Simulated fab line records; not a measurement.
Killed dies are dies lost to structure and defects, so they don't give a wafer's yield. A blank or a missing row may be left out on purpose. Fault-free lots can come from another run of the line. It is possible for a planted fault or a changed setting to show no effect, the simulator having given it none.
fab line records	flow nandHarc	part 2 of 2: steps 5 to 6 of 6
record: lots: 22	wafers: 66	lastDay: 33
route steps=1302 shown A_STAIRCASE@703
lots untouched by any fault: they come from a run of this same line in which no faults occurred
startH: the number of hours between the record's first day and the start of the first shown wafer of the lot	waitH: hours since the lot's step before	" as in the row above	L1.1+2: several wafers, shown together as one row	- either no value or no given start	* or withheld: withheld	< > ~ a bound
route shown NAME@n: names a module that has steps shown in the file, with the first one's number in the route	usual: the fault-free wafers' mean and standard deviation	same: alike in all rows	chamber/n: place in a boat	sites: each site's reading	_std_site: the values' standard deviation	_edge_site: mean of outer sites minus mean of inner sites	radiusMm: how far each site lies from the wafer's centre	mask NAME#n: copy n	behind: tool/chamber where the wafer was last shaped	hold: the reason the lot was held/the length of the hold in hours/how it ended	device: the n, p or np transistor that did not switch	end of line: at the end of the route, the tests of the same wafers	for a step that has no rows: nothing shown but its recipe	killed: dies that structure and defects cost at the first sort, which is not the same as the wafer's yield	map: the dies of a wafer, with x for killed, . for not killed, _ for no die there
set.NAME: setting as actually run; set.NAME@STEP: the setting as run at that earlier step	model.NAME: the simulator's own value behind a step, which no gauge read
one table for each step of the route and one row for each wafer, over a sample of lots
services: the hour from which a tool's chamber was out of use, counted from the record's first day as startH (under 0 if before that day), plus the number of hours and why
== steps ==
step: NHARC_A_STAIRCASE_TRIM_220
recipe: timeS: 211.2	o2FlowSccm: 500	arFlowSccm: 0	biasW: 0	chemistry: O2
usual: drypumpMotorCurrentA: 5.8/0.43	oesProductAu: 0.999/0.0075	rfVppV: 57.5/0.81	showerheadPlenumPTorr: 3.45/0.14	throttleValvePct: 17.036/0.0094
lot.wafer	tool	chamber	startH	waitH	drypumpMotorCurrentA	oesProductAu	rfHoursCounterH	rfVppV	showerheadPlenumPTorr	throttleValvePct
L074.3	rieDiel-12	2	359.19	0.1	6.0	0.989	28	57.4	3.37	17.030
L074.1	"	3	"	"	5.7	0.990	30	57.5	3.42	17.036
L074.6	"	0	"	"	6.6	1.009	-	56.1	3.37	17.037
L076.3	rieDiel-07	1	385.17	0.1	5.7	0.995	25	57.3	3.44	17.041
L076.4	"	3	"	"	5.5	0.999	25	57.0	3.52	17.038
L076.2	"	0	"	"	5.5	1.007	25	57.9	3.28	17.044
L075.3	rieDiel-07	3	388.68	0.1	5.4	1.015	26	56.0	3.52	17.030
L075.6	"	2	"	"	5.4	1.003	-	57.4	3.37	17.042
L075.5	"	3	"	"	5.5	1.003	-	56.8	3.52	17.031
L077.4	rieDiel-04	3	398.96	0.1	6.3	0.996	12	57.8	3.50	17.042
L077.3	"	0	"	"	5.6	1.002	11	56.6	3.29	17.044
L077.5	"	0	"	"	5.6	0.997	-	57.3	3.29	17.056
L078.2	rieDiel-12	3	405.17	0.1	5.8	0.992	47	58.4	3.41	17.035
L078.3	"	1	"	"	5.1	0.993	34	58.8	3.46	17.048
L078.6	"	2	"	"	6.0	0.986	-	57.5	3.36	17.060
L079.1	rieDiel-07	0	420.22	0.1	5.4	0.992	37	58.7	3.28	17.033
L079.2	"	3	"	"	5.5	1.007	39	58.4	3.52	17.045
L079.6	"	0	"	"	5.4	1.001	-	56.8	3.28	17.049
L080.1	rieDiel-12	3	427.14	0.1	5.8	1.006	53	58.8	3.41	17.035
L080.4	"	0	"	"	6.6	0.987	47	58.3	3.36	17.026
L080.5	"	1	"	"	5.2	1.005	-	55.6	3.45	17.042
L081.1	rieDiel-04	0	431.57	3.8	5.6	0.989	18	55.9	3.28	17.039
L081.4	"	2	"	"	5.7	0.979	24	58.6	3.53	17.041
L081.6	"	0	"	"	5.6	1.004	-	57.2	3.28	17.033
L082.2	rieDiel-07	0	441.30	0.1	5.4	0.991	42	56.3	3.27	17.040
L082.5	"	3	"	"	5.5	0.997	-	56.8	3.51	17.021
L082.6	"	0	"	"	5.4	0.994	-	57.3	3.27	17.047
L083.2	rieDiel-12	0	462.77	0.1	6.6	1.000	1	56.7	3.35	17.034
L083.4	"	2	"	"	6.1	0.997	2	59.1	3.35	17.037
L083.6	"	3	"	"	5.7	1.013	-	57.3	3.40	17.037
L084.3	rieDiel-04	3	465.57	0.1	6.3	1.000	-	57.7	3.48	17.035
L084.4	"	1	"	"	5.8	0.997	-	58.4	3.79	17.039
L084.5	"	1	"	"	5.8	1.001	-	57.8	3.79	17.037
L086.2	rieDiel-07	0	483.06	0.1	5.5	0.995	1	58.5	3.81	17.043
L086.4	"	1	"	"	5.7	0.998	1	57.8	3.42	17.046
L086.3	"	2	"	"	5.4	0.993	1	57.6	3.35	17.036
L088.4	rieDiel-12	3	512.98	0.1	5.7	1.006	20	57.2	3.39	17.031
L088.3	"	0	"	"	6.6	1.010	22	57.1	3.34	17.031
L088.6	"	3	"	"	5.8	1.009	-	56.6	3.39	17.035
L089.4	rieDiel-04	3	514.27	0.1	6.4	0.986	56	57.7	3.47	17.034
L089.5	"	3	"	"	6.3	0.992	-	57.8	3.47	17.033
L089.6	"	0	"	"	5.6	1.002	-	57.7	3.27	17.021
L091.3	rieDiel-07	2	527.75	0.1	5.4	1.003	13	56.3	3.34	17.022
L091.2	"	3	"	"	5.5	0.996	15	57.3	3.50	17.044
L091.5	"	1	"	"	5.7	1.007	-	58.2	3.42	17.039
L090.1	rieDiel-12	1	530.82	0.1	5.2	1.002	27	58.6	3.44	17.042
L090.4	"	1	"	"	5.1	0.996	-	57.4	3.44	17.020
L090.6	"	3	"	"	5.8	1.004	-	56.6	3.39	17.041
L092.4	rieDiel-12	1	544.80	0.1	5.2	0.994	34	56.9	3.43	17.048
L092.3	"	0	"	"	6.6	1.001	35	57.4	3.33	17.023
L092.5	"	2	"	"	6.1	1.000	-	57.3	3.34	17.053
L093.3	rieDiel-12	1	548.77	0.1	5.2	1.005	35	57.5	3.43	17.043
L093.1	"	3	"	"	5.7	1.004	35	57.2	3.39	17.030
L093.2	"	0	"	"	6.6	1.008	37	56.7	3.33	17.040
L094.2	rieDiel-12	1	575.99	0.1	5.1	0.992	43	57.6	3.43	17.031
L094.3	"	0	"	"	6.6	1.008	45	55.7	3.33	17.047
L094.5	"	2	"	"	6.1	1.004	-	57.6	3.33	17.054
L095.3	rieDiel-04	2	576.27	0.1	5.6	0.991	10	58.1	3.51	17.024
L095.5	"	0	"	"	5.6	1.009	-	57.7	3.80	17.050
L095.6	"	1	"	"	5.7	0.998	-	57.5	3.77	17.024
L097.3	rieDiel-12	1	590.94	0.1	5.2	1.004	50	59.2	3.42	17.036
L097.5	"	3	"	"	5.7	1.004	-	57.5	3.38	17.018
L097.6	"	0	"	"	6.6	1.009	-	56.6	3.33	17.029
L096.3	rieDiel-12	1	591.54	0.2	5.2	1.004	50	57.4	3.42	17.028
L096.2	"	2	"	"	6.1	1.002	44	57.6	3.33	17.034
L096.6	"	3	"	"	5.7	1.004	-	58.2	3.38	17.026
step: NHARC_A_STAIRCASE_ETCH_227
recipe: targetDepthA: 1000	timeS: 40.5	ionEnergyEv: 400	c4f8FlowSccm: 20	o2FlowSccm: 10	arFlowSccm: withheld	rfW: 600	biasW: 1000	chemistry: C4F8/O2
usual: oesProductAu: 0.942/0.0087	rfFwdPowerW: 591.8/2.9	rfVppV: 893/4.8
lot.wafer	tool	chamber	startH	waitH	oesProductAu	rfFwdPowerW	rfHoursCounterH	rfVppV
L074.3	rieDiel-12	2	-	-	0.955	590.8	30	891
L074.1	"	1	"	"	0.954	591.4	25	893
L074.6	"	2	"	"	0.953	593.3	-	891
L076.2	rieDiel-07	1	-	-	0.934	593.6	26	893
L076.3	"	2	"	"	0.951	593.5	26	891
L076.4	"	0	"	"	0.930	591.8	25	887
L075.3	rieDiel-07	3	-	-	0.951	585.2	27	895
L075.5	"	3	"	"	0.935	586.4	-	895
L075.6	"	0	"	"	0.955	589.6	-	887
L077.3	rieDiel-04	3	-	-	0.938	587.1	13	895
L077.4	"	2	"	"	0.939	591.4	12	897
L077.5	"	0	"	"	0.947	592.9	-	888
L078.2	rieDiel-12	2	-	-	0.925	590.8	40	889
L078.3	"	3	"	"	0.937	593.8	47	892
L078.6	"	1	"	"	0.931	589.9	-	892
L079.1	rieDiel-07	3	-	-	0.948	583.9	39	895
L079.2	"	0	"	"	0.956	591.1	38	887
L079.6	"	2	"	"	0.949	593.3	-	889
L080.4	rieDiel-12	1	-	-	0.938	593.3	45	893
L080.1	"	2	"	"	0.928	589.5	49	888
L080.5	"	2	"	"	0.929	589.1	-	889
L081.4	rieDiel-04	3	-	-	0.927	587.2	24	894
L081.1	"	1	"	"	0.947	592.3	23	905
L081.6	"	2	"	"	0.935	589.6	-	895
L082.2	rieDiel-07	3	-	-	0.938	584.8	44	897
L082.5	"	0	"	"	0.948	589.9	-	886
L082.6	"	1	"	"	0.939	595.7	-	893
L083.4	rieDiel-12	0	-	-	0.949	595.1	4	890
L083.2	"	2	"	"	0.946	590.6	6	889
L083.6	"	0	"	"	0.951	595.9	-	890
L084.4	rieDiel-04	1	-	-	0.948	589.6	-	906
L084.3	"	3	"	"	0.943	591.2	-	896
L084.5	"	1	"	"	0.944	587.6	-	906
L086.2	rieDiel-07	0	-	-	0.934	595.8	2	906
L086.4	"	1	"	"	0.943	597.7	1	893
L086.3	"	2	"	"	0.944	593.3	1	889
L088.3	rieDiel-12	1	-	-	0.923	593.0	20	893
L088.6	"	1	"	"	0.923	593.6	-	892
L088.4	"	3	"	"	0.932	592.3	-	891
L089.4	rieDiel-04	1	-	-	0.953	588.8	53	905
L089.6	"	2	"	"	0.947	592.6	-	895
L089.5	"	3	"	"	0.942	584.5	-	894
L091.2	rieDiel-07	3	-	-	0.942	587.1	16	894
L091.3	"	0	"	"	0.927	595.6	16	907
L091.5	"	2	"	"	0.942	595.5	-	888
L090.1	rieDiel-12	3	-	-	0.940	593.5	26	890
L090.4	"	1	"	"	0.943	593.6	-	892
L090.6	"	0	"	"	0.952	592.3	-	887
L092.3	rieDiel-12	1	-	-	0.941	593.9	34	892
L092.4	"	3	"	"	0.931	592.9	34	891
L092.5	"	1	"	"	0.937	595.0	-	893
L093.2	rieDiel-12	0	-	-	0.950	593.3	37	889
L093.3	"	2	"	"	0.954	589.1	32	890
L093.1	"	3	"	"	0.939	595.5	35	891
L094.2	rieDiel-12	1	-	-	0.946	592.8	44	892
L094.3	"	2	"	"	0.942	589.2	39	889
L094.5	"	0	"	"	0.950	594.0	-	889
L095.3	rieDiel-04	1	-	-	0.944	592.2	10	903
L095.5	"	2	"	"	0.931	590.6	-	895
L095.6	"	3	"	"	0.942	588.5	-	894
L097.3	rieDiel-12	3	-	-	0.940	590.4	51	890
L097.6	"	1	"	"	0.948	592.1	-	893
L097.5	"	2	"	"	0.931	588.7	-	888
L096.3	rieDiel-12	2	-	-	0.935	587.4	48	889
L096.2	"	0	"	"	0.949	594.7	54	889
L096.6	"	2	"	"	0.942	590.1	-	891
== services ==
tool	chamber	startH	hours	kind
rieDiel-12	0	351.47	-	clean
rieDiel-12	1	351.47	-	clean
rieDiel-12	2	351.47	-	clean
rieDiel-12	3	351.47	-	clean
rieDiel-04	-	355.15	9.0	pm
rieDiel-12	0	375.97	-	clean
rieDiel-12	1	375.97	-	clean
rieDiel-12	2	375.97	-	clean
rieDiel-12	3	375.97	-	clean
rieDiel-12	0	400.47	-	clean
rieDiel-04	3	404.45	2.5	repair
rieDiel-04	0	426.04	3.4	repair
rieDiel-12	2	438.16	1.7	repair
rieDiel-12	-	446.18	9.0	pm
rieDiel-04	3	449.41	4.5	repair
rieDiel-07	-	458.35	0.2	repair
rieDiel-04	0	461.58	9.0	repair
rieDiel-07	-	471.32	9.0	pm
rieDiel-12	3	485.08	3.3	repair
rieDiel-12	0	513.71	4.4	repair
rieDiel-07	2	523.08	4.5	repair
rieDiel-12	2	530.79	7.1	repair
rieDiel-04	-	532.15	9.0	pm
rieDiel-04	1	558.39	3.9	repair
